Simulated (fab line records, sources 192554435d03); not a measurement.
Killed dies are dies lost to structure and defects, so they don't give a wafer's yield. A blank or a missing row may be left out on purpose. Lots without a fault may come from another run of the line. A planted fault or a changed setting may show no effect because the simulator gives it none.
A struck lot beside a sound one | flow n5_finfet | 17 steps out of a route of 1938
Sound: wafers L757.1, L757.3, L757.4. Struck: wafer L759.6. (L759.4 of the same lot was not struck and is left out.) The cause comes at the end.
At each step with rows: each side's tool, then ch and its chambers, then its first start. Under that, the readings that differ: sound wafers | struck wafers | difference of the means | sigmas: that difference in standard deviations of wafers without a fault.
alike: readings whose means differ by less than 2 such deviations, and words and numbers that are the same on both sides. not compared: withheld readings, readings that some wafer has no value for, bounds like >300 that may hide the same value, and numbers for which the record gives no deviation and whose values overlap.
The two part at a step that has a row with sigmas, a row that says differs or no value, or rows on one side only. Numbers that don't overlap but have no deviation are shown without sigmas and don't part them. A reading that every wafer of one side lacks parts them only if that side has two wafers or more.

first, 4 steps without rows for these wafers: N5_BEOL_M7_HM_STRIP_39 (strips TiN in peroxide tin strip, target depth 25 nm, time 158 s); N5_BEOL_M7_SRD_40 (time 30 s); N5_BEOL_M7_PRECLEAN_42 (cleans in residue remover, time 60 s); N5_BEOL_M7_SRD_43 (time 30 s).
N5_BEOL_M7_CD_MEAS_35: target cd 40 nm.
  sound on cd_sem-03, day 14 04:45; struck on cd_sem-02, day 14 18:13
  alike: cd_nm
N5_BEOL_M7_CURE_75: cures SiCOH lowk, time 120 s.
  sound on uv_cure-02 ch 2, day 14 04:49; struck on uv_cure-02 ch 2, day 14 18:25
  reading            | sound             | struck | difference | sigmas
  lamp_power_pct (%) | 52.22 52.25 52.31 | 52.39  | +0.13      | +3
  alike: wafer_temp_C_max
then, 1 step without rows for these wafers: N5_BEOL_M7_DEGAS_44 (time 60 s).
N5_BEOL_M7_PRE_CLEAN_45: time 30 s.
  sound on pvd_sputter-02, day 14 05:17; struck on pvd_sputter-01, day 14 18:40
  alike: heater_power_w
then, 1 step without rows for these wafers: N5_BEOL_M7_ALD_77 (deposits TaN, target thk 2 nm, pulse time 2 s, purge time 3 s).
N5_BEOL_M7_SURFACE_TREAT_79:
  sound on pvd_sputter-03, day 14 05:49; struck on pvd_sputter-03, day 14 19:04
  not compared: throttle_valve_pct
then, 1 step without rows for these wafers: N5_BEOL_M7_CVD_78 (deposits Co from CCTBA/H2, target thk 2 nm, time 142.3 s).
N5_BEOL_M7_SPUTTER_48: material Cu, target thk 10 nm, time 1.667 s.
  sound on pvd_sputter-02, day 14 07:18; struck on pvd_sputter-02, day 14 19:16
  reading              | sound                | struck | difference | sigmas
  substrate_temp_c (C) | -20.04 -20.05 -20.00 | -20.29 | -0.26      | -2
  alike: throttle_valve_pct
N5_BEOL_M7_ECD_50: material Cu, target thk 300 nm.
  sound on ecd_cu-01 ch 0,1, day 14 07:25; struck on ecd_cu-02 ch 0, day 14 19:24
  reading                                | sound             | struck | difference | sigmas
  model.Cu_of_BEOL_M7_ECD_50.thk_nm (nm) | 301.2 300.8 298.2 | 160    | -140       |
N5_BEOL_M7_ANNEAL_51: time 90 s.
  sound on rtp_anneal-01 ch 0, day 14 07:37; struck on rtp_anneal-02 ch 0, day 14 22:25
  alike: wafer_temp_C_max
N5_BEOL_M7_CMP_52: polishes, stops on SiCOH lowk, t overpolish 6.9 s, target thk 80 nm.
  sound on cmp-02 ch 0,2,3, day 14 07:54; struck on cmp-03 ch 2, day 14 22:43
  reading                | sound    | struck | difference | sigmas
  time_to_endpoint_s (s) | 64 63 64 | 31     | -33        | -11
  alike: motor_current_A
N5_BEOL_M7_THK_MEAS_53: measures by xrf.
  sound on film_metro-01, day 14 08:12; struck on film_metro-02, day 14 22:53
  alike: M7_THK
then, 1 step without rows for these wafers: N5_PASSIVATION_PROBE_49.

WHERE THEY PART
First at N5_BEOL_M7_CURE_75; last, within this record, at N5_BEOL_M7_CMP_52. Later steps at which nothing parts them and some readings are alike: N5_BEOL_M7_THK_MEAS_53.

WHY: what the simulator had put in
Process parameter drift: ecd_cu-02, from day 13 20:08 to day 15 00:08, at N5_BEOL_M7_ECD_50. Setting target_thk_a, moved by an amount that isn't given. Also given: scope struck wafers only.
